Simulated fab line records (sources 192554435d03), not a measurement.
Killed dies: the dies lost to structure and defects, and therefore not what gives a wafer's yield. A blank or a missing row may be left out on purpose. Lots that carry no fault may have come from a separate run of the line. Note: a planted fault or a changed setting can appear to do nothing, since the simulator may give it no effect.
Chamber matching || flow n5_finfet || 3 sister chambers for N5_PASSIVATION_PECVD_55 on pecvd-04
The step deposits SiO2 from SiH4/N2O, target thk 400 nm, time 22.5 s. 6 wafers are shown with their chamber, then 9 later ones without.

== WAFERS, EACH WITH ITS CHAMBER ==
{"wafer": "L081.2", "chamber": 1, "showerhead_plenum_p_Torr (Torr)": 8.20, "throttle_valve_pct (%)": 64}
{"wafer": "L085.2", "chamber": 0, "showerhead_plenum_p_Torr (Torr)": 8.37, "throttle_valve_pct (%)": 53}
{"wafer": "L085.4", "chamber": 1, "showerhead_plenum_p_Torr (Torr)": 8.18, "throttle_valve_pct (%)": 64}
{"wafer": "L092.1", "chamber": 2, "showerhead_plenum_p_Torr (Torr)": 7.98, "throttle_valve_pct (%)": 51}
{"wafer": "L092.3", "chamber": 2, "showerhead_plenum_p_Torr (Torr)": 7.95, "throttle_valve_pct (%)": 52}
{"wafer": "L092.5", "chamber": 0, "showerhead_plenum_p_Torr (Torr)": 8.39, "throttle_valve_pct (%)": 53}

== WAFERS WHOSE CHAMBER IS MISSING ==
{"wafer": "L097.1", "showerhead_plenum_p_Torr (Torr)": 8.39, "throttle_valve_pct (%)": 53}
{"wafer": "L097.4", "showerhead_plenum_p_Torr (Torr)": 8.38, "throttle_valve_pct (%)": 53}
{"wafer": "L097.6", "showerhead_plenum_p_Torr (Torr)": 8.36, "throttle_valve_pct (%)": 53}
{"wafer": "L096.2", "showerhead_plenum_p_Torr (Torr)": 8.16, "throttle_valve_pct (%)": 50}
{"wafer": "L096.3", "showerhead_plenum_p_Torr (Torr)": 8.38, "throttle_valve_pct (%)": 53}
{"wafer": "L096.4", "showerhead_plenum_p_Torr (Torr)": 8.16, "throttle_valve_pct (%)": 50}
{"wafer": "L095.2", "showerhead_plenum_p_Torr (Torr)": 8.37, "throttle_valve_pct (%)": 53}
{"wafer": "L095.4", "showerhead_plenum_p_Torr (Torr)": 8.40, "throttle_valve_pct (%)": 53}
{"wafer": "L095.5", "showerhead_plenum_p_Torr (Torr)": 8.37, "throttle_valve_pct (%)": 53}

== THE CHAMBER EACH PASSED THROUGH ==
{"wafer": "L097.1", "from the rows above": 0, "in truth": 0}
{"wafer": "L097.4", "from the rows above": 0, "in truth": 0}
{"wafer": "L097.6", "from the rows above": 0, "in truth": 0}
{"wafer": "L096.2", "from the rows above": 2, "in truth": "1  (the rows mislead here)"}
{"wafer": "L096.3", "from the rows above": 0, "in truth": 0}
{"wafer": "L096.4", "from the rows above": 2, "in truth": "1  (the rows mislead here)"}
{"wafer": "L095.2", "from the rows above": 0, "in truth": 0}
{"wafer": "L095.4", "from the rows above": 0, "in truth": 0}
{"wafer": "L095.5", "from the rows above": 0, "in truth": 0}
Correctly placed: 7 of 9. From these rows, 0 cannot be placed. 2 placed wrongly.
How it was worked out, from the rows above alone: a wafer's distance from a chamber is the root of the sum, over the readings, of the square of ((its reading less the chamber's mean) divided by the reading's scatter). If the next closest chamber is less than 2 further off than the closest, the wafer can't be placed; otherwise it belongs to the closest. Each chamber's mean is taken over the wafers shown for it. The scatter is the square root of a quotient: the sum, over the shown wafers, of each reading's squared deviation from its chamber's mean, divided by wafers minus chambers.
